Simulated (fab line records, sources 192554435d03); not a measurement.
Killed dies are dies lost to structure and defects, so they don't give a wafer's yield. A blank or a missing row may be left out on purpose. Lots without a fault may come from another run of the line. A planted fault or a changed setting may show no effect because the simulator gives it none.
fab line records | flow n5_finfet
record lots=7 wafers=21
route steps=1938 shown BEOL_M5@1116 BEOL_M6@1239 BEOL_M7@1305 BEOL_M8@1338 BEOL_M9@1464 BEOL_M10@1509 BEOL_M14@1716
start_h: hours from the record's first day to the start of the lot's first wafer shown | wait_h: hours since the lot's step before | " the same as in the row above | L1.1+2: a row that stands for several wafers | - no value, or no start given | * or withheld: withheld | < > ~ a bound
route shown NAME@n: a module of which the file shows steps, and the number in the route of the first | usual: mean/standard deviation of fault-free wafers | same: alike in all rows | chamber/n: place in a boat | sites: the reading at each site | _std_site: their standard deviation | _edge_site: outer sites' mean less inner sites' | radius_mm: how far each site lies from the wafer's centre | mask NAME#n: copy n | behind: the tool/chamber that last shaped the wafer | hold: why the lot was held/for how many hours/how that ended | device: the transistor (n, p or np) that didn't switch | end of line: the same wafers' tests at the end of the route | a step without rows: its recipe alone | killed: dies lost to structure and defects at the first sort, not the wafer's yield | map: a wafer's dies, x killed, . not, _ none there
set.NAME: the setting as run; set.NAME@STEP: as run at that earlier step | model.NAME: the simulator's own value behind a step, which no gauge read
lots whose settings were changed on purpose; a table a step, a row a wafer
## steps
# step N5_BEOL_M5_HM_DEP_02
# recipe material=TiN target_thk_a=200 temp_c=25 chamber_pressure_pa=0.49996
# columns lot.wafer tool chamber start_h wait_h set.target_thk_a model.TiN_of_BEOL_M5_HM_DEP_02.thk_nm
L074.2 pvd_sputter-03 - 182.30 0.9 200 19.8
L074.4 " - " " 200 20.2
L074.5 " - " " 200 20
L079.1 pvd_sputter-01 - 209.62 1.7 210.2 20.8
L079.2+5 " - " " 200 20.2
L084.4 pvd_sputter-03 - 237.40 0.8 218 21.8
L084.5+6 " - " " 200 20
L086.4+6 pvd_sputter-03 - 258.12 2.4 200 19.8
L086.5 " - " " 200 20.2
L089.3 pvd_sputter-01 - 279.98 1.4 200 19.8
L089.4 " - " " 200 20
L089.6 " - " " 187.9 18.6
L093.1+4 pvd_sputter-01 - 287.55 0.5 200 20
L093.5 " - " " 200 19.8
L096.1 pvd_sputter-03 - 311.62 0.4 200 19.4
L096.2+6 " - " " 200 19.6
# step N5_BEOL_M5_COAT_71
# recipe resist=underlayer temp_c=205 time_s=60 spin_rpm=1500 resist_thk_nm=5
# columns lot.wafer tool chamber start_h wait_h set.spin_rpm
L074.2+4+5 litho_track-02 0 - - 1500
L079.1 litho_track-04 0 - - 1500
L079.2+5 " 0 " " 1646
L084.4+6 litho_track-04 0 - - 1500
L084.5 " 0 " " 1348
L086.4+5 litho_track-04 0 - - 1500
L086.6 " 0 " " 1447
L089.3+4+6 litho_track-02 0 - - 1500
L093.1+4+5 litho_track-04 0 - - 1500
L096.1+2 litho_track-02 0 - - 1500
L096.6 " 0 " " 1639
# step N5_BEOL_M5_COAT_05
# recipe resist=CAR-EUV spin_rpm=1500 resist_thk_nm=30
# step N5_BEOL_M5_EBR_07
# recipe solvent=PGMEA ebr_width_mm=1.5
# step N5_BEOL_M5_DESCUM_16
# recipe chemistry=O2 time_s=7 source_power_w=50 bias_power_w=20 pressure_mtorr=20 rf_frequency_hz=2.712e+07 temp_c=40 resist=CAR-EUV o2_flow_sccm=225
# step N5_BEOL_M5_ETCH_72
# recipe chemistry=N2/H2 target=underlayer target_depth_a=65 mask_material=CAR-EUV time_s=5.2 ion_energy_ev=200 pressure_mtorr=30 source_w=840 bias_w=150 n2_flow_sccm=200 h2_flow_sccm=200 ends=cleared
# columns lot.wafer tool chamber start_h wait_h set.spin_rpm@BEOL_M5_COAT_71 model.etch.depth_nm
L074.2 rie_diel-04 3 182.99 0.0 1500 5.018
L074.4 " 2 " " 1500 5.023
L074.5 " 0 " " 1500 4.995
L079.1 rie_diel-04 2 210.23 0.0 1500 4.988
L079.2 " 1 " " 1646 4.778
L079.5 " 0 " " 1646 4.772
L084.4 rie_diel-03 0 238.68 0.0 1500 5.033
L084.5 " 2 " " 1348 5.31
L084.6 " 3 " " 1500 5.037
L086.4 rie_diel-03 3 258.81 0.0 1500 5.035
L086.5 " 0 " " 1500 5.037
L086.6 " 3 " " 1447 5.118
L089.3 rie_diel-04 2 280.92 0.0 1500 5.008
L089.4 " 0 " " 1500 4.995
L089.6 " 2 " " 1500 5
L093.1 rie_diel-03 2 288.22 0.0 1500 5.004
L093.4 " 1 " " 1500 5.017
L093.5 " 3 " " 1500 5.023
L096.1 rie_diel-01 1 312.17 0.0 1500 5
L096.2 " 3 " " 1500 4.995
L096.6 " 2 " " 1639 4.792
# step N5_BEOL_M5_ETCH_61
# recipe chemistry=CF4 target=SiARC target_depth_a=156 mask_material=CAR-EUV time_s=26 ion_energy_ev=80 pressure_mtorr=40 source_w=545 bias_w=36 Ar_flow_sccm=100 cf4_flow_sccm=100 ends=cleared
# step N5_BEOL_M5_ETCH_62
# recipe chemistry=N2/H2 target=SOC target_depth_a=750 overetch_a=150 mask_material=SiARC temp_c=40 time_s=112.5 ion_energy_ev=200 pressure_mtorr=30 source_w=840 bias_w=150 n2_flow_sccm=200 h2_flow_sccm=200
# step N5_BEOL_M5_STRIP_73
# recipe chemistry=N2/H2 temp_c=40 n2_flow_sccm=200 h2_flow_sccm=200 rf_frequency_hz=6e+07
# step N5_BEOL_M5_STRIP_64
# recipe chemistry=CF4 resist=SiARC power_w=300 bias_power_w=75 pressure_mtorr=50 cf4_flow_sccm=150 rf_frequency_hz=6e+07
# step N5_BEOL_M5_HM_OPEN_17
# recipe chemistry=Cl2/BCl3 target_depth_a=200 overetch_a=60 target=TiN mask_material=SOC ion_energy_ev=150 pressure_mtorr=10 icp_w=1000 bias_w=126 Cl2_flow_sccm=53.25 bcl3_flow_sccm=21.75 Ar_flow_sccm=25
# columns lot.wafer tool chamber start_h wait_h set.target_thk_a@BEOL_M5_HM_DEP_02 model.etch.depth_nm
L074.2 rie_metal-02 1 183.20 0.0 200 19.73
L074.4 " 1 " " 200 20.13
L074.5 " 0 " " 200 20.04
L079.1 rie_metal-03 1 210.44 0.0 210.2 20.89
L079.2 " 0 " " 200 20.11
L079.5 " 0 " " 200 20.21
L084.4 rie_metal-02 1 238.93 0.1 218 21.75
L084.5 " 1 " " 200 19.98
L084.6 " 0 " " 200 19.95
L086.4+6 rie_metal-03 0,1 259.06 0.1 200 19.83
L086.5 " 0 " " 200 20.14
L089.3 rie_metal-03 0 281.16 0.1 200 19.75
L089.4 " 1 " " 200 19.94
L089.6 " 1 " " 187.9 18.65
L093.1 rie_metal-03 1 288.43 0.0 200 19.92
L093.4 " 0 " " 200 20.08
L093.5 " 1 " " 200 19.88
L096.1 rie_metal-01 0 312.39 0.0 200 19.36
L096.2 " 1 " " 200 19.59
L096.6 " 1 " " 200 19.64
# step N5_BEOL_M6_TRENCH_ETCH_37
# recipe chemistry=C4F6/O2 target_depth_a=944.35 target=SiCOH_lowk time_s=31.5 ion_energy_ev=250 pressure_mtorr=30 source_w=345 bias_w=185 Ar_flow_sccm=300 C4F6_flow_sccm=10 O2_flow_sccm=10
# usual rf_vpp_V=664/14
# columns lot.wafer tool chamber start_h wait_h set.bias_w rf_vpp_V
L074.2 rie_diel-02 1 - - 155.9 592
L074.4 " 3 " " 185 642
L074.5 " 2 " " 185 669
L079.1 rie_diel-02 0 - - 185 656
L079.2 " 2 " " 185 668
L079.5 " 0 " " 185 656
L084.4 rie_diel-02 1 - - 185 678
L084.5 " 2 " " 197.3 703
L084.6 " 3 " " 185 642
L086.4 rie_diel-02 3 - - 185 644
L086.5 " 0 " " 185 656
L086.6 " 1 " " 185 679
L089.3 rie_diel-02 1 - - 217 768
L089.4 " 0 " " 185 656
L089.6 " 2 " " 217 757
L093.1 rie_diel-05 3 - - 185 678
L093.4 " 0 " " 185 664
L093.5 " 1 " " 185 639
L096.1 rie_diel-02 3 - - 210.3 736
L096.2 " 0 " " 210.3 723
L096.6 " 3 " " 210.3 735
# step N5_BEOL_M7_VIA_ETCH_34
# recipe chemistry=C4F6/O2 target=SiCOH_lowk target_depth_a=1255 mask_material=SOC taper_deg=4 time_s=50.5 ion_energy_ev=250 pressure_mtorr=30 source_w=345 bias_w=185 Ar_flow_sccm=300 C4F6_flow_sccm=10 O2_flow_sccm=10
# columns lot.wafer tool chamber start_h wait_h set.source_w model.etch.depth_nm
L074.2 rie_diel-04 0 209.31 0.0 345 126.6
L074.4 " 2 " " 345 125.2
L074.5 " 2 " " 288.3 116.1
L079.1 rie_diel-01 3 237.04 0.0 392 127.3
L079.2 " 0 " " 392 128.5
L079.5 " 3 " " 345 120.9
L084.4 rie_diel-04 0 264.43 0.0 345 121.3
L084.5 " 1 " " 345 127.5
L084.6 " 2 " " 345 122.5
L086.4 rie_diel-01 3 285.73 0.0 299.7 115.8
L086.5 " 2 " " 345 127.4
L086.6 " 1 " " 299.7 119.9
L089.3 rie_diel-03 1 308.58 0.0 345 123.2
L089.4 " 0 " " 395.4 130.9
L089.6 " 1 " " 395.4 131.6
L093.1 rie_diel-04 1 310.77 0.0 345 128.6
L093.4 " 0 " " 345 123.4
L093.5 " 3 " " 345 125.4
L096.1 rie_diel-04 2 333.54 0.0 397.5 134
L096.2 " 1 " " 345 128.3
L096.6 " 1 " " 345 128.6
# step N5_BEOL_M8_COAT_60
# recipe resist=SiARC temp_c=220 time_s=60 spin_rpm=1500 resist_thk_nm=35
# columns lot.wafer tool chamber start_h wait_h set.spin_rpm model.SiARC_of_BEOL_M8_COAT_60.thk_nm
L074.2+4 litho_track-05 0 - - 1500 35
L074.5 " 0 " " 1399 36.2
L079.1+5 litho_track-05 0 - - 1500 35.2
L079.2 " 0 " " 1648 33.6
L084.4+6 litho_track-05 0 - - 1611 33.8
L084.5 " 0 " " 1500 35.2
L086.4 litho_track-03 0 - - 1500 34.8
L086.5+6 " 0 " " 1500 35
L089.3 litho_track-03 0 - - 1500 34.8
L089.4+6 " 0 " " 1500 35
L093.1+4+5 litho_track-05 0 - - 1500 35.2
L096.1 litho_track-02 0 - - 1500 34.8
L096.2 " 0 " " 1449 35.4
L096.6 " 0 " " 1500 35
# step N5_BEOL_M8_COAT_05
# recipe resist=CAR-ArF spin_rpm=1500 resist_thk_nm=90
# step N5_BEOL_M8_EBR_07
# recipe solvent=PGMEA ebr_width_mm=1.5
# step N5_BEOL_M8_DESCUM_16
# recipe chemistry=O2 time_s=7.9 source_power_w=50 bias_power_w=20 pressure_mtorr=20 rf_frequency_hz=2.712e+07 temp_c=40 resist=CAR-ArF o2_flow_sccm=225
# step N5_BEOL_M8_ETCH_61
# recipe chemistry=CF4 target=SiARC target_depth_a=455 mask_material=CAR-ArF time_s=75.8 ion_energy_ev=80 pressure_mtorr=40 source_w=545 bias_w=36 Ar_flow_sccm=100 cf4_flow_sccm=100 ends=cleared
# columns lot.wafer tool chamber start_h wait_h set.spin_rpm@BEOL_M8_COAT_60 model.etch.depth_nm model.CAR-ArF_of_BEOL_M8_COAT_05.thk_nm
L074.2+4 rie_diel-06 0,2 214.71 0.0 1500 35 50.8
L074.5 " 0 " " 1399 36.11 49.6
L079.1 rie_diel-02 3 244.07 0.0 1500 35.13 51.4
L079.2 " 0 " " 1648 33.54 52.4
L079.5 " 1 " " 1500 35.23 51.4
L084.4 rie_diel-02 2 270.56 0.0 1611 33.79 52.4
L084.5 " 3 " " 1500 35.11 51.2
L084.6 " 2 " " 1611 33.85 52.2
L086.4 rie_diel-06 1 291.77 0.0 1500 34.85 51
L086.5 " 3 " " 1500 34.91 50.8
L086.6 " 0 " " 1500 34.91 51
L089.3 rie_diel-06 2 314.83 0.0 1500 34.81 51.4
L089.4 " 1 " " 1500 34.91 50.8
L089.6 " 3 " " 1500 34.97 51
L093.1 rie_diel-05 1 316.13 0.0 1500 35.11 51
L093.4 " 2 " " 1500 35.17 51.4
L093.5 " 2 " " 1500 35.11 51.2
L096.1 rie_diel-05 3 339.13 0.0 1500 34.86 50.6
L096.2 " 0 " " 1449 35.46 50.2
L096.6 " 2 " " 1500 34.91 50.8
# step N5_BEOL_M8_ETCH_62
# recipe chemistry=N2/H2 target=SOC target_depth_a=1100 overetch_a=220 mask_material=SiARC temp_c=40 time_s=165 ion_energy_ev=200 pressure_mtorr=30 source_w=840 bias_w=150 n2_flow_sccm=200 h2_flow_sccm=200
# columns lot.wafer tool chamber start_h wait_h set.spin_rpm@BEOL_M8_COAT_60 model.SiARC_of_BEOL_M8_COAT_60.thk_nm
L074.2 rie_diel-06 0 214.76 0.0 1500 28.2
L074.4 " 2 " " 1500 28
L074.5 " 0 " " 1399 29.4
L079.1 rie_diel-02 3 244.13 0.0 1500 28.8
L079.2 " 0 " " 1648 26.6
L079.5 " 1 " " 1500 28.4
L084.4+6 rie_diel-02 2 270.62 0.0 1611 27.4
L084.5 " 3 " " 1500 28.8
L086.4 rie_diel-06 1 291.82 0.0 1500 28.4
L086.5 " 3 " " 1500 28.2
L086.6 " 0 " " 1500 28
L089.3 rie_diel-06 2 314.88 0.0 1500 27.6
L089.4+6 " 1,3 " " 1500 28.4
L093.1 rie_diel-05 1 316.19 0.0 1500 28.4
L093.4+5 " 2 " " 1500 28.8
L096.1 rie_diel-05 3 339.19 0.0 1500 28.4
L096.2 " 0 " " 1449 29
L096.6 " 2 " " 1500 28.6
# step N5_BEOL_M9_CMP_52
# recipe stop_on=SiCOH_lowk t_overpolish_s=7 down_force_psi=1 platen_rpm=50 clearing_platen_down_force_psi=1.5 clearing_platen_rpm=50 post_cmp_clean=cu_alkaline target_thk_nm=140 clearing_platen_pad_velocity_m_s=0.99484 pad_velocity_m_s=0.99484
# usual barrier_field_endpoint_s=29.7/0.91
# columns lot.wafer tool chamber start_h wait_h set.down_force_psi barrier_field_endpoint_s
L074.2 cmp-04 2 231.87 0.4 1 28.6
L074.4 " 1 " " 1.206 23.7
L074.5 " 3 " " 1 29.7
L079.1 cmp-02 3 257.31 0.3 0.929 31.4
L079.2 " 1 " " 1 30.2
L079.5 " 0 " " 0.929 32.9
L084.4 cmp-04 2 286.84 0.2 0.896 32.9
L084.5 " 1 " " 1 29.2
L084.6 " 2 " " 1 29.0
L086.4 cmp-04 1 303.31 0.2 1 30.2
L086.5 " 0 " " 1 31.4
L086.6 " 1 " " 0.7842 38.0
L093.4 cmp-04 0 329.28 0.2 1 31.6
L093.1 " 1 " " 1 28.8
L093.5 " 3 " " 1 29.2
L089.4 cmp-04 3 331.44 0.1 1 29.0
L089.3 " 0 " " 1.146 26.6
L089.6 " 0 " " 1 31.1
L096.2 cmp-02 0 354.16 0.2 1 29.9
L096.1 " 2 " " 1 28.7
L096.6 " 1 " " 1 29.9
# step N5_BEOL_M10_VIA_ETCH_34
# recipe chemistry=C4F6/O2 target=SiCOH_lowk target_depth_a=1845 mask_material=SOC taper_deg=4 time_s=69.2 ion_energy_ev=250 pressure_mtorr=30 source_w=345 bias_w=185 Ar_flow_sccm=300 C4F6_flow_sccm=10 O2_flow_sccm=10
# columns lot.wafer tool chamber start_h wait_h set.time_s model.etch.depth_nm
L074.2 rie_diel-02 0 237.77 0.0 75.89 204.2
L074.4 " 1 " " 75.89 198.5
L074.5 " 3 " " 69.2 180.4
L079.1 rie_diel-06 2 261.12 0.0 76.33 210.5
L079.2 " 1 " " 69.2 183.8
L079.5 " 1 " " 69.2 184.1
L084.4 rie_diel-06 0 292.43 0.0 54.28 147.9
L084.5 " 1 " " 54.28 146.1
L084.6 " 2 " " 69.2 193.6
L086.4 rie_diel-05 0 308.11 0.0 69.2 179.8
L086.5 " 0 " " 69.2 180.7
L086.6 " 3 " " 69.2 178.8
L093.1 rie_diel-06 2 333.46 0.0 69.2 187.5
L093.4 " 0 " " 69.2 186.9
L093.5 " 2 " " 69.2 188.2
L089.3 rie_diel-02 2 335.86 0.0 59.94 156.3
L089.4 " 1 " " 59.94 159.7
L089.6 " 0 " " 69.2 190.2
L096.1 rie_diel-06 0 361.92 0.0 69.2 184.8
L096.2 " 1 " " 69.2 182.7
L096.6 " 1 " " 84.37 222.7
# step N5_BEOL_M10_ETCH_41
# recipe chemistry=CH3F/O2 target=SiCN target_depth_a=426 taper_deg=2 time_s=86 ion_energy_ev=120 mask_material=TiN pressure_mtorr=30 source_w=395 bias_w=75 Ar_flow_sccm=150 CH3F_flow_sccm=30 O2_flow_sccm=20
# usual rf_vpp_V=297.6/1.6
# columns lot.wafer tool chamber start_h wait_h set.source_w rf_vpp_V model.etch.depth_nm
L074.2 rie_diel-02 0 - - 395 296.5 33.19
L074.4 " 1 " " 395 297.3 32.35
L074.5 " 3 " " 345.5 310.6 30.23
L079.1 rie_diel-06 2 - - 395 299.3 33.73
L079.2 " 1 " " 395 296.9 32.32
L079.5 " 1 " " 395 298.4 32.38
L084.4 rie_diel-06 0 - - 395 296.6 33.07
L084.5 " 1 " " 395 298.1 32.4
L084.6 " 2 " " 395 299.5 33.59
L086.4 rie_diel-05 0 - - 395 294.2 32.07
L086.5 " 0 " " 465.8 279.3 34.14
L086.6 " 3 " " 465.8 280.5 34.04
L093.1 rie_diel-06 2 - - 395 302.5 33.71
L093.4 " 0 " " 395 293.5 33.32
L093.5 " 2 " " 395 300.7 33.92
L089.3 rie_diel-02 2 - - 395 297.8 31.73
L089.4 " 1 " " 395 296.2 32.37
L089.6 " 0 " " 465.8 281.6 35.76
L096.1 rie_diel-06 0 - - 395 295.0 32.93
L096.2 " 1 " " 356.5 307.4 31.26
L096.6 " 1 " " 395 297.5 32.56
# step N5_BEOL_M14_ILD_DEP_00
# recipe material=SiO2 target_thk_a=11193 temp_c=400 precursor=TEOS/O2 pressure_torr=6.5 rf_w=900 teos_flow_sccm=161.4 gas=O2 flow_sccm=2650 time_s=237.4
# columns lot.wafer tool chamber start_h wait_h set.time_s model.SiO2_of_BEOL_M14_ILD_DEP_00.thk_nm
L074.2 pecvd-01 0 269.08 0.0 237.4 1124
L074.4 " 2 " " 213.2 1025
L074.5 " 0 " " 237.4 1132
L079.1 pecvd-03 1 285.21 0.0 237.4 1130
L079.2 " 0 " " 237.4 1105
L079.5 " 2 " " 237.4 1153
L084.4 pecvd-03 0 313.12 0.1 237.4 1127
L084.5+6 " 2,1 " " 208.9 1006
L086.4 pecvd-03 0 339.40 0.1 237.4 1119
L086.5 " 1 " " 237.4 1138
L086.6 " 2 " " 266 1281
L093.1 pecvd-01 1 365.60 0.0 237.4 1085
L093.4 " 1 " " 237.4 1104
L093.5 " 2 " " 237.4 1112
L089.3 pecvd-03 2 366.43 0.0 249.2 1157
L089.4 " 1 " " 249.2 1188
L089.6 " 0 " " 249.2 1171
L096.1 pecvd-03 1 389.53 0.0 237.4 1116
L096.2 " 0 " " 237.4 1108
L096.6 " 2 " " 237.4 1130
# step N5_BEOL_M14_THK_MEAS_01
# recipe reads=SiO2_of_BEOL_M14_ILD_DEP_00
# usual M14_ILD_THK=1118/18
# columns lot.wafer tool chamber start_h wait_h set.time_s@BEOL_M14_ILD_DEP_00 M14_ILD_THK[nm]
L074.2 film_metro-02 - 269.27 0.1 237.4 1124
L074.4 " - " " 213.2 1026
L074.5 " - " " 237.4 1132
L079.1 film_metro-02 - 285.40 0.1 237.4 1131
L079.2 " - " " 237.4 1105
L079.5 " - " " 237.4 1154
L084.4 film_metro-01 - 313.24 0.0 237.4 1127
L084.5 " - " " 208.9 1006
L084.6 " - " " 208.9 1006
L086.4 film_metro-02 - 339.52 0.0 237.4 1119
L086.5 " - " " 237.4 1139
L086.6 " - " " 266 1282
L093.1 film_metro-02 - 365.79 0.1 237.4 1085
L093.4 " - " " 237.4 1104
L093.5 " - " " 237.4 1112
L089.3 film_metro-02 - 366.62 0.1 249.2 1157
L089.4 " - " " 249.2 1187
L089.6 " - " " 249.2 1171
L096.1 film_metro-01 - 389.74 0.1 237.4 1116
L096.2 " - " " 237.4 1107
L096.6 " - " " 237.4 1132
## key
split step=N5_BEOL_M5_HM_DEP_02 setting=target_thk_a stated=200 by=wafer
response step=N5_BEOL_M5_HM_DEP_02 reading=model.TiN_of_BEOL_M5_HM_DEP_02.thk_nm change=+0.189 per=1% r=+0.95
response step=N5_BEOL_M5_HM_OPEN_17 reading=model.etch.depth_nm change=+0.188 per=1% r=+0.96
split step=N5_BEOL_M5_COAT_71 setting=spin_rpm stated=1500 by=wafer
response step=N5_BEOL_M5_ETCH_72 reading=model.etch.depth_nm change=-0.0239 per=1% r=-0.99
split step=N5_BEOL_M6_TRENCH_ETCH_37 setting=bias_w stated=185 by=wafer
response step=N5_BEOL_M6_TRENCH_ETCH_37 reading=rf_vpp_V change=+5.31 per=1% r=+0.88
split step=N5_BEOL_M7_VIA_ETCH_34 setting=source_w stated=345 by=wafer
response step=N5_BEOL_M7_VIA_ETCH_34 reading=model.etch.depth_nm change=+0.545 per=1% r=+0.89
split step=N5_BEOL_M8_COAT_60 setting=spin_rpm stated=1500 by=wafer
response step=N5_BEOL_M8_COAT_60 reading=model.SiARC_of_BEOL_M8_COAT_60.thk_nm change=-0.172 per=1% r=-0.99
response step=N5_BEOL_M8_ETCH_61 reading=model.etch.depth_nm change=-0.168 per=1% r=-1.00
response step=N5_BEOL_M8_ETCH_61 reading=model.CAR-ArF_of_BEOL_M8_COAT_05.thk_nm change=+0.133 per=1% r=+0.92
response step=N5_BEOL_M8_ETCH_62 reading=model.SiARC_of_BEOL_M8_COAT_60.thk_nm change=-0.194 per=1% r=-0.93
split step=N5_BEOL_M9_CMP_52 setting=down_force_psi stated=1 by=wafer
response step=N5_BEOL_M9_CMP_52 reading=barrier_field_endpoint_s change=-0.294 per=1% r=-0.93
split step=N5_BEOL_M10_VIA_ETCH_34 setting=time_s stated=69.2 by=wafer
response step=N5_BEOL_M10_VIA_ETCH_34 reading=model.etch.depth_nm change=+2.09 per=1% r=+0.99
split step=N5_BEOL_M10_ETCH_41 setting=source_w stated=395 by=wafer
response step=N5_BEOL_M10_ETCH_41 reading=rf_vpp_V change=-0.908 per=1% r=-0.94
response step=N5_BEOL_M10_ETCH_41 reading=model.etch.depth_nm change=+0.166 per=1% r=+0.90
split step=N5_BEOL_M14_ILD_DEP_00 setting=time_s stated=237.4 by=wafer
response step=N5_BEOL_M14_ILD_DEP_00 reading=model.SiO2_of_BEOL_M14_ILD_DEP_00.thk_nm change=+11 per=1% r=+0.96
response step=N5_BEOL_M14_THK_MEAS_01 reading=M14_ILD_THK change=+11 per=1% r=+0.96
